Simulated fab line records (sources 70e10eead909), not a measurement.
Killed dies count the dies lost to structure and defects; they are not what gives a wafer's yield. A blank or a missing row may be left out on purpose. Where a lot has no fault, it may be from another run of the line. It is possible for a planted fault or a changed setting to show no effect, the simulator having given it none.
A struck lot beside a sound one    flow nandHarc    13 steps out of a route of 1302
Sound: these wafers, L563.2, L563.4, L563.6. Struck: wafer L575.3; the same lot's L575.5 was not struck, so it is left out; see the end for the cause.
At each step with rows: each side's tool, then ch and its chambers, then its first start. Under that, the readings that differ: sound wafers    struck wafers    difference of the means    sigmas: that difference in standard deviations of wafers without a fault.
alike: readings whose means differ by less than 2 such deviations, and words and numbers that are the same on both sides. not compared: withheld readings, readings that some wafer has no value for, bounds like >300 that may hide the same value, and numbers for which the record gives no deviation and whose values overlap.
The two part at a step that has a row with sigmas, a row that says differs or no value, or rows on one side only. Numbers that don't overlap but have no deviation are shown without sigmas and don't part them. Lack of a reading on every wafer of one side parts them only where that side has two or more wafers.

NHARC_A_WL_FILL_CVD_03: deposits W, target thk 40 nm, time 279 s.
  sound on cvdW-02 ch 0,1, day 22 08:29; struck on cvdW-01 ch 0, day 28 00:04
  alike: heaterPowerW, throttleValvePct
then, 1 step without rows for these wafers: NHARC_A_WL_FILL_ETCHBACK_04 (etches the open film in NF3, target depth 60 nm, time 120 s).
NHARC_A_WL_FILL_ETCHBACK_05: etches the open film in Cl2/BCl3, target depth 22 nm, time 60 s.
  sound on rieMetal-03 ch 0,1, day 22 09:06; struck on rieMetal-02 ch 0, day 28 00:46
  alike: drypumpMotorCurrentA, oesProductAu, tempC
  not compared: rfHoursCounterH
NHARC_A_WL_FILL_STRIP_27: strips in N2/H2, time 20 s.
  sound on plasmaAsher-02 ch 0,1, day 22 09:16; struck on plasmaAsher-01 ch 0, day 28 01:02
reading                   sound        struck  difference  sigmas
drypumpMotorCurrentA (A)  5.9 6.2 6.2  4.9     -1.2        -2
  alike: heaterPowerW, tempC
  not compared: rfHoursCounterH
then, 5 steps without rows for these wafers: NHARC_A_WL_FILL_STRIP_28 (strips in post etch residue remover, time 1200 s); NHARC_A_WL_FILL_PRECLEAN_06 (cleans in DIW, time 300 s); NHARC_A_WL_FILL_SRD_07; NHARC_A_WL_FILL_ANNEAL_08 (time 1800 s); NHARC_A_WL_FILL_ALD_10 (deposits SiO2, target thk 50 nm, pulse time 10 s, ald cycles 500).
NHARC_A_WL_FILL_ETCHBACK_16: etches the open film in C4F8/O2/Ar, target depth 120 nm, time 24 s.
  sound on rieDiel-12 ch 2,3; struck on rieDiel-11 ch 3
  alike: oesProductAu, rfVppV
  not compared: rfHoursCounterH
NHARC_A_WL_FILL_STRIP_29: strips in O2, time 20 s.
  sound on rieDiel-12 ch 0,1, day 22 17:31; struck on rieDiel-11 ch 2, day 28 13:20
reading     sound           struck  difference  sigmas
rfVppV (V)  57.7 56.5 58.0  59.0    +1.6        +2
  alike: drypumpMotorCurrentA, oesProductAu, showerheadPlenumPTorr, throttleValvePct
  not compared: rfHoursCounterH
NHARC_A_WL_FILL_ETCHBACK_17: etches the open film in Cl2/BCl3, target depth 4 nm, time 26.7 s.
  sound on rieMetal-01 ch 0,1, day 22 17:37; struck on rieMetal-01 ch 1, day 28 13:29
reading              sound              struck  difference  sigmas
oesProductAu (a.u.)  1.002 1.001 0.996  0.827   -0.173      -24
  alike: drypumpMotorCurrentA
  not compared: rfHoursCounterH
then, 1 step without rows for these wafers: NHARC_A_WL_FILL_PRECLEAN_18 (cleans in dHF, time 30 s).

## WHERE THEY PART
First at NHARC_A_WL_FILL_STRIP_27; last, within this record, at NHARC_A_WL_FILL_ETCHBACK_17.

WHY: what the simulator had put in
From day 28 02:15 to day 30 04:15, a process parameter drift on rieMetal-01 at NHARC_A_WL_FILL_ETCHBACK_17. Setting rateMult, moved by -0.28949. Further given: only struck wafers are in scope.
